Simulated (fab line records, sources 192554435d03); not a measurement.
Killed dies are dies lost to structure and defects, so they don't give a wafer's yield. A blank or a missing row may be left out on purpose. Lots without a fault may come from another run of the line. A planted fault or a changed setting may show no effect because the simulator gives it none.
fab line records | flow n5_finfet
record lots=24 wafers=72 last_day=18
route steps=1938 shown BEOL_M2@844
lots that met no fault: from a run of the same line without faults
start_h: hours from the record's first day to the start of the lot's first wafer shown | wait_h: hours since the lot's step before | " the same as in the row above | L1.1+2: a row that stands for several wafers | - no value, or no start given | * or withheld: withheld | < > ~ a bound
route shown NAME@n: a module of which the file shows steps, and the number in the route of the first | usual: mean/standard deviation of fault-free wafers | same: alike in all rows | chamber/n: place in a boat | sites: the reading at each site | _std_site: their standard deviation | _edge_site: outer sites' mean less inner sites' | radius_mm: how far each site lies from the wafer's centre | mask NAME#n: copy n | behind: the tool/chamber that last shaped the wafer | hold: why the lot was held/for how many hours/how that ended | device: the transistor (n, p or np) that didn't switch | end of line: the same wafers' tests at the end of the route | a step without rows: its recipe alone | killed: dies lost to structure and defects at the first sort, not the wafer's yield | map: a wafer's dies, x killed, . not, _ none there
set.NAME: the setting as run; set.NAME@STEP: as run at that earlier step | model.NAME: the simulator's own value behind a step, which no gauge read
steps of the route over a sample of lots; a table a step, a row a wafer
services: from which hour (start_h, from the record's first day; less than 0 if before it) a tool's chamber was out of use, for how many hours, and why
## steps
# step N5_BEOL_M2_HM_DEP_02
# recipe material=TiN target_thk_a=200 temp_c=25 chamber_pressure_pa=0.49996
# usual susceptor_temp_C=25.00/0.11 throttle_valve_pct=30.0/1.1
# columns lot.wafer tool chamber start_h wait_h susceptor_temp_C throttle_valve_pct
L074.2 pvd_sputter-01 - 136.33 1.1 24.98 29.6
L074.5 " - " " 25.03 29.3
L074.6 " - " " 25.18 30.7
L075.2 pvd_sputter-02 - 137.93 0.8 24.86 27.8
L075.3 " - " " 24.82 29.3
L075.5 " - " " 24.94 27.9
L076.1 pvd_sputter-01 - 146.65 3.1 25.05 29.5
L076.2 " - " " 24.94 29.7
L076.5 " - " " 24.95 31.0
L077.1 pvd_sputter-03 - 163.71 0.1 25.08 31.7
L077.2 " - " " 24.96 29.1
L077.5 " - " " 24.95 29.7
L078.1 pvd_sputter-01 - 169.12 0.9 24.91 29.8
L078.4 " - " " 25.18 30.9
L078.6 " - " " 24.87 29.4
L079.2 pvd_sputter-03 - 175.20 2.0 25.25 30.1
L079.3 " - " " 25.03 28.9
L079.4 " - " " 24.85 31.6
L080.1 pvd_sputter-01 - 175.24 1.9 25.05 29.5
L080.3 " - " " 25.07 30.4
L080.4 " - " " 24.91 30.8
L081.2 pvd_sputter-01 - 178.45 1.7 25.23 31.0
L081.5 " - " " 24.87 29.2
L081.6 " - " " 25.03 30.6
L082.1 pvd_sputter-02 - 181.62 2.0 25.07 30.1
L082.5 " - " " 24.99 27.9
L082.6 " - " " 24.91 29.6
L083.1 pvd_sputter-02 - 182.63 0.0 24.98 27.9
L083.3 " - " " 25.00 29.6
L083.4 " - " " 25.12 31.5
L084.1 pvd_sputter-01 - 205.18 1.5 25.04 29.5
L084.3 " - " " 25.02 29.8
L084.6 " - " " 25.15 31.1
L085.1 pvd_sputter-02 - 208.35 2.5 24.90 31.5
L085.3 " - " " 24.95 28.1
L085.6 " - " " 24.82 27.9
L086.3 pvd_sputter-02 - 208.65 0.9 24.88 31.5
L086.4 " - " " 24.96 28.0
L086.5 " - " " 24.98 31.6
L087.1 pvd_sputter-01 - 220.69 3.3 24.85 30.9
L087.4 " - " " 24.95 30.8
L087.5 " - " " 25.01 29.5
L088.1 pvd_sputter-02 - 220.96 0.9 25.05 31.6
L088.3 " - " " 25.26 27.7
L088.6 " - " " 25.06 29.4
L089.1 pvd_sputter-03 - 227.72 2.2 24.83 31.8
L089.3 " - " " 25.00 29.0
L089.5 " - " " 25.00 28.9
L090.2 pvd_sputter-03 - 227.82 2.2 25.10 29.4
L090.4 " - " " 24.89 30.5
L090.6 " - " " 24.86 31.7
L091.1 pvd_sputter-01 - 239.79 1.0 25.22 30.8
L091.5 " - " " 25.05 30.6
L091.6 " - " " 24.90 29.4
L092.4 pvd_sputter-02 - 243.35 2.5 25.01 29.3
L092.5 " - " " 24.88 31.6
L092.6 " - " " 24.96 29.4
L093.2 pvd_sputter-02 - 244.69 0.9 24.81 28.0
L093.4 " - " " 25.13 29.4
L093.5 " - " " 25.00 29.5
L094.2 pvd_sputter-02 - 266.17 2.0 24.80 31.4
L094.4 " - " " 25.10 29.9
L094.6 " - " " 24.90 27.9
L095.1 pvd_sputter-01 - 266.47 1.7 25.11 29.5
L095.4 " - " " 25.04 30.9
L095.5 " - " " 24.88 30.1
L096.2 pvd_sputter-01 - 269.01 0.0 25.08 30.8
L096.4 " - " " 25.09 30.0
L096.6 " - " " 25.14 29.9
L097.4 pvd_sputter-02 - 277.12 1.5 24.94 29.9
L097.5 " - " " 25.02 31.5
L097.6 " - " " 24.98 29.8
# step N5_BEOL_M2_VIA_ETCH_34
# recipe chemistry=C4F6/O2 target_depth_a=694 mask_material=SOC pressure_mtorr=15 ion_energy_ev=250 taper_deg=4 time_s=65.9 source_w=350 bias_w=170 Ar_flow_sccm=300 C4F6_flow_sccm=10 O2_flow_sccm=10
# usual drypump_motor_current_A=6.0/0.52 oes_product_au=0.79/0.1 rf_vpp_V=670/10 showerhead_plenum_p_Torr=2.90/0.095 throttle_valve_pct=30.7/0.36
# columns lot.wafer tool chamber start_h wait_h drypump_motor_current_A oes_product_au rf_hours_counter_h rf_vpp_V showerhead_plenum_p_Torr throttle_valve_pct
L074.2 rie_diel-05 1 139.25 0.0 6.5 0.73 188 676 2.81 30.2
L074.5 " 1 " " 6.5 0.72 - 675 2.81 30.2
L074.6 " 2 " " 5.6 0.72 - 659 2.96 31.2
L075.2 rie_diel-01 0 142.43 0.0 6.8 0.74 154 680 2.86 31.1
L075.3 " 3 " " 5.1 0.88 41 654 2.81 30.5
L075.5 " 0 " " 6.8 0.74 - 681 2.86 31.1
L076.1 rie_diel-02 2 161.83 0.0 5.7 0.82 80 671 2.85 30.6
L076.2 " 1 " " 6.5 0.93 16 674 3.01 30.3
L076.5 " 1 " " 6.5 0.93 - 675 3.01 30.3
L077.1 rie_diel-02 0 168.88 0.0 6.3 0.71 201 680 2.93 30.4
L077.2 " 3 " " 6.0 0.91 30 655 3.03 31.0
L077.5 " 3 " " 6.0 0.92 - 657 3.03 31.1
L078.1 rie_diel-02 3 171.91 0.0 6.0 0.92 31 656 3.03 31.0
L078.4 " 1 " " 6.6 0.92 18 676 3.01 30.3
L078.6 " 1 " " 6.5 0.92 - 675 3.01 30.3
L080.1 rie_diel-02 1 178.30 0.0 6.5 0.91 21 675 3.01 30.3
L080.3 " 2 " " 5.7 0.81 85 672 2.85 30.6
L080.4 " 3 " " 6.0 0.91 33 657 3.03 31.0
L079.2 rie_diel-05 3 178.30 0.0 6.2 0.71 233 644 2.70 30.6
L079.3 " 0 " " 5.6 0.68 241 685 2.93 31.1
L079.4 " 2 " " 5.6 0.71 186 661 2.96 31.2
L081.2 rie_diel-02 2 184.89 0.0 5.7 0.80 88 674 2.85 30.6
L081.5 " 0 " " 6.3 0.70 - 679 2.93 30.4
L081.6 " 1 " " 6.5 0.90 - 675 3.01 30.3
L082.1 rie_diel-05 3 189.86 0.0 6.2 0.71 237 645 2.69 30.6
L082.5 " 2 " " 5.6 0.70 - 659 2.96 31.2
L082.6 " 1 " " 6.5 0.70 - 677 2.80 30.2
L083.1 rie_diel-01 1 189.98 0.0 6.1 0.83 98 677 2.99 30.9
L083.3 " 2 " " 4.9 0.70 197 658 2.71 30.8
L083.4 " 0 " " 6.8 0.73 172 679 2.86 31.2
L084.1 rie_diel-01 2 208.29 0.0 4.9 0.70 203 658 2.71 30.8
L084.3 " 0 " " 6.8 0.72 178 680 2.85 31.2
L084.6 " 1 " " 6.2 0.82 - 676 2.98 30.9
L085.1 rie_diel-01 0 216.38 0.0 6.8 0.72 181 680 2.85 31.2
L085.3 " 2 " " 4.9 0.70 206 658 2.71 30.8
L085.6 " 1 " " 6.1 0.82 - 676 2.98 30.9
L086.3 rie_diel-02 3 216.38 0.0 6.0 0.88 44 656 3.02 31.0
L086.4 " 1 " " 6.5 0.88 34 673 3.00 30.3
L086.5 " 2 " " 5.7 0.80 - 674 2.84 30.6
L087.1 rie_diel-05 1 229.95 0.0 6.5 0.70 223 674 2.80 30.2
L087.4 " 2 " " 5.6 0.70 - 658 2.95 31.2
L087.5 " 0 " " 5.6 1.03 - 681 2.92 31.0
L088.1 rie_diel-02 3 230.01 0.0 6.0 0.89 50 658 3.02 31.1
L088.3 " 0 " " 6.3 0.70 223 676 2.92 30.4
L088.6 " 0 " " 6.3 0.70 - 679 2.92 30.4
L089.1 rie_diel-02 0 234.19 0.0 6.3 0.69 224 679 2.92 30.4
L089.3 " 2 " " 5.6 0.80 106 672 2.84 30.6
L089.5 " 0 " " 6.3 0.69 - 677 2.92 30.4
L090.2 rie_diel-05 0 234.19 0.0 5.6 0.99 3 683 2.92 31.1
L090.4 " 1 " " 6.5 0.68 - 675 2.79 30.2
L090.6 " 0 " " 5.6 0.99 - 682 2.92 31.1
L091.1 rie_diel-05 0 244.90 0.0 5.6 1.00 7 682 2.92 31.1
L091.5 " 2 " " 5.6 0.69 - 659 2.94 31.2
L091.6 " 0 " " 5.6 0.98 - 682 2.92 31.0
L092.4 rie_diel-01 2 249.62 0.0 4.9 0.69 216 659 2.70 30.8
L092.5 " 1 " " 6.2 0.80 - 677 2.98 30.9
L092.6 " 0 " " 6.8 0.71 - 679 2.85 31.2
L093.2 rie_diel-05 3 252.61 0.0 6.2 1.00 1 657 3.03 30.6
L093.4 " 3 " " 6.2 1.00 - 654 3.03 30.6
L093.5 " 1 " " 6.5 0.69 - 676 2.79 30.2
L094.2 rie_diel-01 1 268.22 0.0 6.2 0.79 125 676 2.97 30.9
L094.4 " 3 " " 5.1 0.81 83 655 2.79 30.6
L094.6 " 3 " " 5.1 0.82 - 655 2.79 30.6
L095.1 rie_diel-05 2 268.41 0.0 5.6 0.69 218 659 2.94 31.2
L095.4 " 1 " " 6.5 0.69 240 675 2.79 30.2
L095.5 " 1 " " 6.5 0.68 - 675 2.79 30.2
L096.2 rie_diel-05 1 276.67 0.0 6.5 0.68 242 673 2.79 30.2
L096.4 " 3 " " 6.2 0.96 10 656 3.02 30.6
L096.6 " 0 " " 5.6 0.95 - 683 2.91 31.1
L097.4 rie_diel-02 3 280.05 0.0 6.0 0.85 65 657 3.01 31.1
L097.5 " 2 " " 5.7 0.79 - 673 2.83 30.7
L097.6 " 1 " " 6.5 0.87 - 675 2.99 30.3
# step N5_BEOL_M2_DEGAS_44
# recipe ambient=vacuum temp_c=250 time_s=60
# usual heater_power_w=333/36 susceptor_temp_C=250.01/0.19
# columns lot.wafer tool chamber start_h wait_h heater_power_w susceptor_temp_C
L074.2 pvd_sputter-03 - 139.93 0.3 312 250.03
L074.5 " - " " 294 250.52
L074.6 " - " " 315 250.15
L075.2 pvd_sputter-01 - 143.81 1.0 347 250.19
L075.3 " - " " 337 250.10
L075.5 " - " " 329 249.63
L076.1 pvd_sputter-03 - 163.13 0.9 320 250.19
L076.2 " - " " 345 250.14
L076.5 " - " " 303 250.27
L077.1 pvd_sputter-02 - 169.65 0.4 343 249.89
L077.2 " - " " 331 250.03
L077.5 " - " " 307 250.13
L078.1 pvd_sputter-03 - 172.59 0.3 312 250.04
L078.4 " - " " 349 250.13
L078.6 " - " " 298 249.93
L080.1 pvd_sputter-01 - 178.95 0.2 338 250.28
L080.3 " - " " 413 249.64
L080.4 " - " " 332 249.93
L079.2 pvd_sputter-02 - 179.02 0.3 347 250.00
L079.3 " - " " 303 250.06
L079.4 " - " " 332 250.22
L081.2 pvd_sputter-03 - 185.60 0.3 308 249.86
L081.5 " - " " 296 249.74
L081.6 " - " " 314 249.98
L082.1 pvd_sputter-02 - 191.01 0.6 331 250.18
L082.5 " - " " 326 250.10
L082.6 " - " " 305 250.19
L083.1 pvd_sputter-01 - 191.07 0.7 345 250.33
L083.3 " - " " 332 250.12
L083.4 " - " " 335 250.44
L084.1 pvd_sputter-02 - 209.53 0.8 330 250.10
L084.3 " - " " 348 250.29
L084.6 " - " " 338 250.12
L085.1 pvd_sputter-01 - 217.29 0.5 343 249.81
L085.3 " - " " 417 249.65
L085.6 " - " " 341 249.87
L086.3 pvd_sputter-01 - 217.38 0.6 339 249.82
L086.4 " - " " 319 250.05
L086.5 " - " " 419 250.25
L087.1 pvd_sputter-01 - 230.58 0.2 346 249.97
L087.4 " - " " 354 250.00
L087.5 " - " " 350 250.25
L088.1 pvd_sputter-03 - 230.78 0.3 350 250.03
L088.3 " - " " 316 249.86
L088.6 " - " " 305 249.88
L089.1 pvd_sputter-01 - 234.69 0.1 328 249.86
L089.3 " - " " 335 249.92
L089.5 " - " " 416 249.68
L090.2 pvd_sputter-02 - 234.73 0.0 340 250.35
L090.4 " - " " 285 249.90
L090.6 " - " " 335 249.99
L091.1 pvd_sputter-03 - 245.55 0.2 309 250.08
L091.5 " - " " 294 249.81
L091.6 " - " " 292 250.06
L092.4 pvd_sputter-03 - 250.33 0.2 300 249.91
L092.5 " - " " 302 249.68
L092.6 " - " " 310 250.10
L093.2 pvd_sputter-03 - 253.25 0.2 357 250.28
L093.4 " - " " 301 249.99
L093.5 " - " " 292 250.01
L094.2 pvd_sputter-01 - 268.74 0.1 420 250.04
L094.4 " - " " 334 249.95
L094.6 " - " " 411 250.12
L095.1 pvd_sputter-01 - 268.86 0.0 340 250.20
L095.4 " - " " 421 249.64
L095.5 " - " " 341 250.40
L096.2 pvd_sputter-02 - 277.30 0.1 344 250.02
L096.4 " - " " 283 249.96
L096.6 " - " " 342 250.22
L097.4 pvd_sputter-01 - 280.83 0.4 330 250.06
L097.5 " - " " 418 249.94
L097.6 " - " " 335 249.80
# step N5_BEOL_M2_SURFACE_TREAT_85
# recipe gas=Ar time_s=* ion_energy_ev=* ion_current_ma_cm2=0.5 pressure_mtorr=* ar_flow_sccm=30
# usual throttle_valve_pct=*
# columns lot.wafer tool chamber start_h wait_h throttle_valve_pct
L074.2 pvd_sputter-01 - 140.39 0.2 *
L074.5 " - " " *
L074.6 " - " " *
L075.2 pvd_sputter-01 - 144.15 0.1 *
L075.3 " - " " *
L075.5 " - " " *
L076.1 pvd_sputter-02 - 163.53 0.2 *
L076.2 " - " " *
L076.5 " - " " *
L077.1 pvd_sputter-02 - 170.09 0.2 *
L077.2 " - " " *
L077.5 " - " " *
L078.1 pvd_sputter-03 - 173.11 0.3 *
L078.4 " - " " *
L078.6 " - " " *
L080.1 pvd_sputter-02 - 179.34 0.2 *
L080.3 " - " " *
L080.4 " - " " *
L079.2 pvd_sputter-01 - 179.55 0.2 *
L079.3 " - " " *
L079.4 " - " " *
L081.2 pvd_sputter-02 - 186.03 0.2 *
L081.5 " - " " *
L081.6 " - " " *
L082.1 pvd_sputter-01 - 191.63 0.4 *
L082.5 " - " " *
L082.6 " - " " *
L083.1 pvd_sputter-01 - 191.67 0.4 *
L083.3 " - " " *
L083.4 " - " " *
L084.1 pvd_sputter-02 - 209.97 0.2 *
L084.3 " - " " *
L084.6 " - " " *
L085.1 pvd_sputter-01 - 217.90 0.2 *
L085.3 " - " " *
L085.6 " - " " *
L086.3 pvd_sputter-01 - 217.94 0.1 *
L086.4 " - " " *
L086.5 " - " " *
L087.1 pvd_sputter-03 - 230.94 0.1 *
L087.4 " - " " *
L087.5 " - " " *
L088.1 pvd_sputter-01 - 231.16 0.2 *
L088.3 " - " " *
L088.6 " - " " *
L089.1 pvd_sputter-01 - 235.05 0.1 *
L089.3 " - " " *
L089.5 " - " " *
L090.2 pvd_sputter-01 - 235.09 0.1 *
L090.4 " - " " *
L090.6 " - " " *
L091.1 pvd_sputter-03 - 245.88 0.1 *
L091.5 " - " " *
L091.6 " - " " *
L092.4 pvd_sputter-03 - 250.69 0.2 *
L092.5 " - " " *
L092.6 " - " " *
L093.2 pvd_sputter-02 - 253.71 0.2 *
L093.4 " - " " *
L093.5 " - " " *
L094.2 pvd_sputter-01 - 269.11 0.2 *
L094.4 " - " " *
L094.6 " - " " *
L095.1 pvd_sputter-01 - 269.22 0.1 *
L095.4 " - " " *
L095.5 " - " " *
L096.2 pvd_sputter-03 - 277.71 0.2 *
L096.4 " - " " *
L096.6 " - " " *
L097.4 pvd_sputter-01 - 281.33 0.2 *
L097.5 " - " " *
L097.6 " - " " *
# step N5_BEOL_M2_ANNEAL_80
# recipe temp_c=400 time_s=240 ambient=vacuum
# usual heater_power_w=819/87 susceptor_temp_C=400.00/0.24
# columns lot.wafer tool chamber start_h wait_h heater_power_w susceptor_temp_C
L074.2 pvd_sputter-03 - 142.67 0.0 873 400.04
L074.5 " - " " 738 399.72
L074.6 " - " " 744 399.74
L075.2 pvd_sputter-01 - 144.77 0.0 1034 399.90
L075.3 " - " " 850 399.59
L075.5 " - " " 1061 400.13
L076.1 pvd_sputter-03 - 164.11 0.0 787 399.94
L076.2 " - " " 889 400.03
L076.5 " - " " 791 399.99
L077.1 pvd_sputter-03 - 170.75 0.0 782 399.60
L077.2 " - " " 731 400.41
L077.5 " - " " 723 400.69
L078.1 pvd_sputter-02 - 173.76 0.0 863 399.79
L078.4 " - " " 740 399.92
L078.6 " - " " 868 399.67
L080.1 pvd_sputter-02 - 180.00 0.0 717 400.39
L080.3 " - " " 738 400.05
L080.4 " - " " 882 399.87
L079.2 pvd_sputter-03 - 180.33 0.0 889 400.02
L079.3 " - " " 738 400.06
L079.4 " - " " 777 399.98
L081.2 pvd_sputter-01 - 186.63 0.0 827 400.08
L081.5 " - " " 839 400.00
L081.6 " - " " 1051 400.17
L082.1 pvd_sputter-02 - 192.39 0.0 743 399.79
L082.5 " - " " 713 400.08
L082.6 " - " " 844 400.08
L083.1 pvd_sputter-01 - 192.73 0.0 834 400.08
L083.3 " - " " 824 400.21
L083.4 " - " " 1066 399.79
L084.1 pvd_sputter-02 - 210.81 0.0 709 400.20
L084.3 " - " " 859 399.77
L084.6 " - " " 874 399.95
L085.1 pvd_sputter-01 - 218.85 0.0 834 400.33
L085.3 " - " " 846 400.20
L085.6 " - " " 1018 400.00
L086.3 pvd_sputter-02 - 219.24 0.0 750 399.95
L086.4 " - " " 711 400.03
L086.5 " - " " 853 399.90
L087.1 pvd_sputter-03 - 231.51 0.0 881 400.07
L087.4 " - " " 739 399.80
L087.5 " - " " 791 399.56
L088.1 pvd_sputter-02 - 232.74 0.0 860 399.92
L088.3 " - " " 762 400.06
L088.6 " - " " 729 399.80
L089.1 pvd_sputter-01 - 235.91 0.0 870 400.22
L089.3 " - " " 813 400.02
L089.5 " - " " 857 399.46
L090.2 pvd_sputter-03 - 237.63 0.0 866 399.57
L090.4 " - " " 765 400.35
L090.6 " - " " 714 400.11
L091.1 pvd_sputter-03 - 248.23 0.0 718 400.17
L091.5 " - " " 732 399.62
L091.6 " - " " 885 400.01
L092.4 pvd_sputter-03 - 251.37 0.0 748 399.73
L092.5 " - " " 740 399.92
L092.6 " - " " 799 400.71
L093.2 pvd_sputter-02 - 254.43 0.0 723 400.11
L093.4 " - " " 830 400.23
L093.5 " - " " 824 400.16
L094.2 pvd_sputter-03 - 269.69 0.0 895 400.31
L094.4 " - " " 743 399.90
L094.6 " - " " 729 400.33
L095.1 pvd_sputter-01 - 269.78 0.0 850 400.06
L095.4 " - " " 825 399.79
L095.5 " - " " 815 400.44
L096.2 pvd_sputter-03 - 278.33 0.0 783 399.73
L096.4 " - " " 746 400.07
L096.6 " - " " 751 400.45
L097.4 pvd_sputter-01 - 281.95 0.0 1032 400.46
L097.5 " - " " 831 400.26
L097.6 " - " " 821 399.81
# step N5_BEOL_M2_SPUTTER_81
# recipe material=Cu target_thk_a=45 temp_c=-20 chamber_pressure_pa=0.07 power_w=withheld time_s=8.29
# usual susceptor_temp_C=-20.01/0.11 throttle_valve_pct=30.2/1.1
# columns lot.wafer tool chamber start_h wait_h susceptor_temp_C throttle_valve_pct
L074.2 pvd_sputter-03 - 142.81 0.1 -20.13 29.8
L074.5 " - " " -19.98 30.7
L074.6 " - " " -19.98 32.1
L075.2 pvd_sputter-01 - 144.91 0.1 -19.96 29.4
L075.3 " - " " -20.00 30.8
L075.5 " - " " -20.02 29.6
L076.1 pvd_sputter-03 - 164.25 0.1 -19.98 29.1
L076.2 " - " " -19.90 29.8
L076.5 " - " " -19.89 29.2
L077.1 pvd_sputter-03 - 170.89 0.1 -20.10 29.0
L077.2 " - " " -19.92 31.8
L077.5 " - " " -20.11 31.7
L078.1 pvd_sputter-02 - 173.90 0.1 -20.07 29.3
L078.4 " - " " -19.98 31.6
L078.6 " - " " -19.85 29.4
L080.1 pvd_sputter-02 - 180.14 0.1 -19.99 28.0
L080.3 " - " " -20.05 31.6
L080.4 " - " " -19.84 29.3
L079.2 pvd_sputter-03 - 180.47 0.1 -19.91 29.7
L079.3 " - " " -20.12 30.9
L079.4 " - " " -20.12 29.0
L081.2 pvd_sputter-01 - 186.77 0.1 -20.02 29.9
L081.5 " - " " -20.13 31.1
L081.6 " - " " -19.90 29.4
L082.1 pvd_sputter-02 - 192.53 0.1 -19.95 31.5
L082.5 " - " " -20.10 28.1
L082.6 " - " " -19.97 29.5
L083.1 pvd_sputter-01 - 192.87 0.1 -19.87 30.9
L083.3 " - " " -20.06 30.0
L083.4 " - " " -19.99 29.8
L084.1 pvd_sputter-02 - 210.95 0.1 -19.84 28.1
L084.3 " - " " -20.00 29.5
L084.6 " - " " -20.11 29.5
L085.1 pvd_sputter-01 - 219.00 0.1 -19.93 29.7
L085.3 " - " " -20.09 30.8
L085.6 " - " " -20.03 29.5
L086.3 pvd_sputter-02 - 219.38 0.1 -20.07 31.6
L086.4 " - " " -20.14 28.0
L086.5 " - " " -20.06 29.6
L087.1 pvd_sputter-03 - 231.65 0.1 -20.19 29.7
L087.4 " - " " -19.91 31.5
L087.5 " - " " -20.03 29.2
L088.1 pvd_sputter-02 - 232.88 0.1 -20.10 29.8
L088.3 " - " " -20.06 31.5
L088.6 " - " " -19.87 27.9
L089.1 pvd_sputter-01 - 236.05 0.1 -20.08 30.6
L089.3 " - " " -19.94 31.0
L089.5 " - " " -19.82 31.1
L090.2 pvd_sputter-03 - 237.77 0.1 -20.03 29.6
L090.4 " - " " -19.98 29.1
L090.6 " - " " -20.24 30.6
L091.1 pvd_sputter-03 - 248.37 0.1 -20.11 30.6
L091.5 " - " " -20.09 30.8
L091.6 " - " " -20.19 30.2
L092.4 pvd_sputter-03 - 251.51 0.1 -20.18 31.7
L092.5 " - " " -20.07 31.4
L092.6 " - " " -20.05 29.0
L093.2 pvd_sputter-02 - 254.57 0.1 -20.03 27.7
L093.4 " - " " -20.05 29.9
L093.5 " - " " -20.11 29.7
L094.2 pvd_sputter-03 - 269.83 0.1 -19.84 29.9
L094.4 " - " " -19.81 31.9
L094.6 " - " " -20.18 30.5
L095.1 pvd_sputter-01 - 269.92 0.1 -20.06 31.0
L095.4 " - " " -20.04 29.6
L095.5 " - " " -19.97 30.1
L096.2 pvd_sputter-03 - 278.47 0.1 -20.04 29.4
L096.4 " - " " -19.69 31.8
L096.6 " - " " -19.80 30.7
L097.4 pvd_sputter-01 - 282.09 0.1 -19.94 29.5
L097.5 " - " " -19.89 30.6
L097.6 " - " " -19.92 29.8
## services
# columns tool chamber start_h hours kind
pvd_sputter-02 - 146.19 7.4 repair
rie_diel-01 3 165.61 6.2 repair
rie_diel-01 1 200.33 1.6 repair
rie_diel-05 0 203.00 - clean
rie_diel-05 0 203.00 - consumable_replace:focus_ring
rie_diel-05 0 203.00 22.6 scheduled_down
rie_diel-05 0 203.00 22.6 vent_cycle
rie_diel-05 3 226.02 - clean
rie_diel-05 3 226.02 - consumable_replace:focus_ring
rie_diel-05 3 226.02 - consumable_replace:showerhead
rie_diel-05 3 226.02 24.8 scheduled_down
rie_diel-05 3 226.02 24.8 vent_cycle
rie_diel-05 2 248.35 14.3 repair
rie_diel-01 2 252.54 8.2 repair
## key
fault none
